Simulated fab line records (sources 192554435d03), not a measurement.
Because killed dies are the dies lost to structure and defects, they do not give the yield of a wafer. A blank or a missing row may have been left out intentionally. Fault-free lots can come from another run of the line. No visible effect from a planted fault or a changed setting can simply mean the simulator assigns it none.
Matching of chambers	flow n5-finfet	N5_BEOL_M2_PRE_CLEAN_60 on cvd-co-01 has 3 sister chambers
The step time 15 s. 22 wafers are shown with their chamber, then 11 later ones without.

WAFERS, EACH WITH ITS CHAMBER
wafer	chamber	heater-power-w (W)	rf-fwd-power-W (W)
L074.2	2	91	298.2
L074.3	1	82	295.7
L074.6	0	89	297.3
L078.2	1	84	295.3
L078.3	2	90	295.8
L078.6	1	82	293.4
L084.3	2	90	297.1
L084.4	1	83	293.4
L084.6	2	91	297.1
L088.1	1	82	294.2
L088.3	0	88	298.5
L088.4	2	91	298.5
L090.1	1	81	295.0
L090.3	0	86	298.0
L090.5	2	94	296.9
L091.3	0	89	296.4
L091.5	2	91	298.4
L091.6	0	88	296.5
L093.2	2	93	299.7
L093.4	0	88	298.0
L093.6	2	94	300.1
L092.1	1	85	293.7

SIGNATURES (averages over the wafers above)
reading	chamber 0	chamber 1	chamber 2	scatter within a chamber
heater-power-w	88.00	82.71	91.67	1.4
rf-fwd-power-W	297.450	294.386	297.978	1.14
Rule: for each reading, subtract the chamber's mean from the wafer's reading, divide by that reading's scatter and square the result; add these up over the readings and take the root, which gives the wafer's distance from the chamber. The wafer belongs to the nearest chamber; if the next one is less than 2 further off, it can't be placed. The scatter: take each reading less its chamber's mean, square it, sum over the shown wafers, divide by the number of wafers less the number of chambers, and take the root.

WAFERS WITHOUT THEIR CHAMBER
wafer	heater-power-w (W)	rf-fwd-power-W (W)
L092.2	92	298.0
L092.3	89	298.6
L095.1	90	298.1
L095.3	83	294.8
L095.6	82	294.2
L097.1	92	299.3
L097.3	86	296.4
L097.6	84	292.4
L096.1	89	296.4
L096.4	90	296.8
L096.5	88	293.8

THE CHAMBER EACH PASSED THROUGH
wafer	from the rows above	in truth
L092.2	2	2
L092.3	can't be placed: 0 or 2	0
L095.1	can't be placed: 2 or 0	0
L095.3	1	1
L095.6	1	1
L097.1	2	2
L097.3	can't be placed: 0 or 1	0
L097.6	1	1
L096.1	can't be placed: 0 or 2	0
L096.4	can't be placed: 0 or 2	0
L096.5	can't be placed: 0 or 1 or 2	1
Placed correctly: 5 of 11. Not placeable from these rows: 6 (in 6, the candidates include the true chamber). 0 placed wrongly.
